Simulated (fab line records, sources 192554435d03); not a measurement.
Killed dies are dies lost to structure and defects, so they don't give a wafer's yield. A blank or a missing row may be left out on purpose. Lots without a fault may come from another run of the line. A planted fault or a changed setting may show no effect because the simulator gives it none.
Chamber matching | flow n5_finfet | N5_BEOL_M2_ETCHBACK_99 on rie_diel-03: 4 sister chambers
The step etches SiO2 in CHF3, target depth 5 nm, time 10.4 s. 8 wafers are shown with their chamber, then 7 later ones without.

WAFERS WITH THEIR CHAMBER
wafer  | chamber | showerhead_plenum_p_Torr (Torr) | drypump_motor_current_A (A)
L075.1 | 0       | 2.03                            | 5.5
L081.4 | 2       | 2.10                            | 5.9
L082.4 | 0       | 2.03                            | 5.5
L085.4 | 3       | 2.26                            | 5.6
L085.5 | 2       | 2.09                            | 5.9
L085.6 | 1       | 2.08                            | 6.8
L086.1 | 1       | 2.08                            | 6.7
L086.3 | 3       | 2.25                            | 5.7

WAFERS WITHOUT THEIR CHAMBER
wafer  | showerhead_plenum_p_Torr (Torr) | drypump_motor_current_A (A)
L086.4 | 2.08                            | 6.7
L093.1 | 2.08                            | 6.7
L093.3 | 2.25                            | 5.6
L093.4 | 2.29                            | 5.5
L097.2 | 2.09                            | 5.9
L097.3 | 2.07                            | 6.7
L097.6 | 2.25                            | 5.6

WHICH CHAMBER EACH WENT THROUGH
wafer  | from the rows above | in truth
L086.4 | 1                   | 1
L093.1 | 1                   | 1
L093.3 | 3                   | 3
L093.4 | 3                   | 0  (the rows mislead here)
L097.2 | 2                   | 2
L097.3 | 1                   | 1
L097.6 | 3                   | 3
Placed correctly: 6 of 7. Can't be placed from these rows: 0. Placed wrongly: 1.
How it was worked out, from the rows above alone: a wafer's distance from a chamber is the root of the sum, over the readings, of the square of ((its reading less the chamber's mean) divided by the reading's scatter). The wafer belongs to the nearest chamber; if the next one is less than 2 further off, it can't be placed. A chamber's mean is the mean of its shown wafers. The scatter: the root of (the sum of the squares of (reading less its chamber's mean) over the shown wafers, divided by (wafers less chambers)).
